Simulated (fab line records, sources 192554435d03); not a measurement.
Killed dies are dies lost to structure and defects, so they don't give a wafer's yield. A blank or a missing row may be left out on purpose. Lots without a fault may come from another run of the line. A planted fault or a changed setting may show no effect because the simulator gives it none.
Which tool did it? | flow n5_finfet | 7 lots, 21 wafers sampled, at 5 steps of a route of 1938

WHAT THE GAUGES READ, wafer by wafer
N5_FIN_SAQP_INSPECT_40: inspects for defects (brightfield).
lot  | measured    | on                | raw_defect_count
L227 | day 3 15:03 | defect_inspect-02 | 177 163 181
L229 | day 4 03:26 | defect_inspect-02 | 246 155 193
L231 | day 4 14:59 | defect_inspect-01 | 191 817 222
L232 | day 4 21:07 | defect_inspect-02 | 310 259 810
L242 | day 7 08:48 | defect_inspect-01 | 154 208 149
L243 | day 7 14:25 | defect_inspect-01 | 194 146 228
L244 | day 7 20:16 | defect_inspect-01 | 147 152 146

WHICH TOOL RAN EACH LOT (tool, then ch and the chambers of the sampled wafers, then the start)
lot  | N5_FIN_SAQP_MANDREL1_REMOVE_56  | N5_FIN_SAQP_STRIP_70              | N5_FIN_SAQP_ETCH_34               | N5_FIN_SAQP_ETCH_64
L227 | rie_si-06 ch 0,2,3, day 3 12:21 | rie_diel-04 ch 0,1,2, day 3 13:32 | rie_diel-05 ch 2,3, day 3 14:29   | rie_si-06 ch 1,2,3, day 3 14:40
L229 | rie_si-05 ch 0,2,3, day 4 00:32 | rie_diel-05 ch 1,2,3, day 4 01:28 | rie_diel-04 ch 1,3, day 4 02:59   | rie_si-06 ch 0,1,3, day 4 03:10
L231 | rie_si-03 ch 0,2,3, day 4 11:55 | rie_diel-04 ch 0,2, day 4 13:07   | rie_diel-05 ch 0,2,3, day 4 14:31 | rie_si-06 ch 0,1,2, day 4 14:43
L232 | rie_si-06 ch 0,1, day 4 18:50   | rie_diel-04 ch 0,2,3, day 4 19:47 | rie_diel-06 ch 1,2,3, day 4 20:40 | rie_si-06 ch 0,2,3, day 4 20:51
L242 | rie_si-05 ch 1,2, day 7 06:23   | rie_diel-05 ch 2,3, day 7 07:20   | rie_diel-05 ch 0,1,3, day 7 08:20 | rie_si-05 ch 0,3, day 7 08:32
L243 | rie_si-05 ch 0,1, day 7 12:03   | rie_diel-05 ch 1,3, day 7 13:05   | rie_diel-04 ch 0,3, day 7 13:56   | rie_si-05 ch 0,3, day 7 14:08
L244 | rie_si-05 ch 2,3, day 7 17:36   | rie_diel-06 ch 0,1, day 7 18:39   | rie_diel-04 ch 0,1,3, day 7 19:48 | rie_si-05 ch 1,3, day 7 20:00
- N5_FIN_SAQP_MANDREL1_REMOVE_56: chemistry HBr/Cl2/O2, target a-Si, stops on SiNx, bt time 10 s.
- N5_FIN_SAQP_STRIP_70: strips in N2/H2.
- N5_FIN_SAQP_ETCH_34: etches SiO2 in C4F6/O2, target depth 45 nm, time 15 s.
- N5_FIN_SAQP_ETCH_64: etches SiO2 in CF4, target depth 1.5 nm.

THE ANSWER, worked out from the rows above alone
Rule: what is usual is taken from the lots themselves. Put in order of their means at a reading, lots are off if they are a third of the lots or fewer, leave a main group of 4 or more, and stand apart from it by a gap of 3 or more times the standard deviation of the main group's means; of several such gaps the widest counts. A main group whose means are all the same, to the digits that the tables above print for the reading, isn't used. A lot without any number at a reading at which 4 lots or more have one is off too. The other lots that the step has rows for count as sound.
Off: L231, L232, at N5_FIN_SAQP_INSPECT_40 (raw_defect_count). The main group: mean 176, standard deviation 17.
A tool fits if, at a process step before that reading, it ran every lot that is off, and no sound lot after the first of them. The gauges at N5_FIN_SAQP_INSPECT_40 are tried like those tools. Can't be told from this: 2 tools fit, rie_diel-04 at N5_FIN_SAQP_STRIP_70, rie_si-06 at N5_FIN_SAQP_ETCH_64.

WHAT THE SIMULATOR HAD PUT IN
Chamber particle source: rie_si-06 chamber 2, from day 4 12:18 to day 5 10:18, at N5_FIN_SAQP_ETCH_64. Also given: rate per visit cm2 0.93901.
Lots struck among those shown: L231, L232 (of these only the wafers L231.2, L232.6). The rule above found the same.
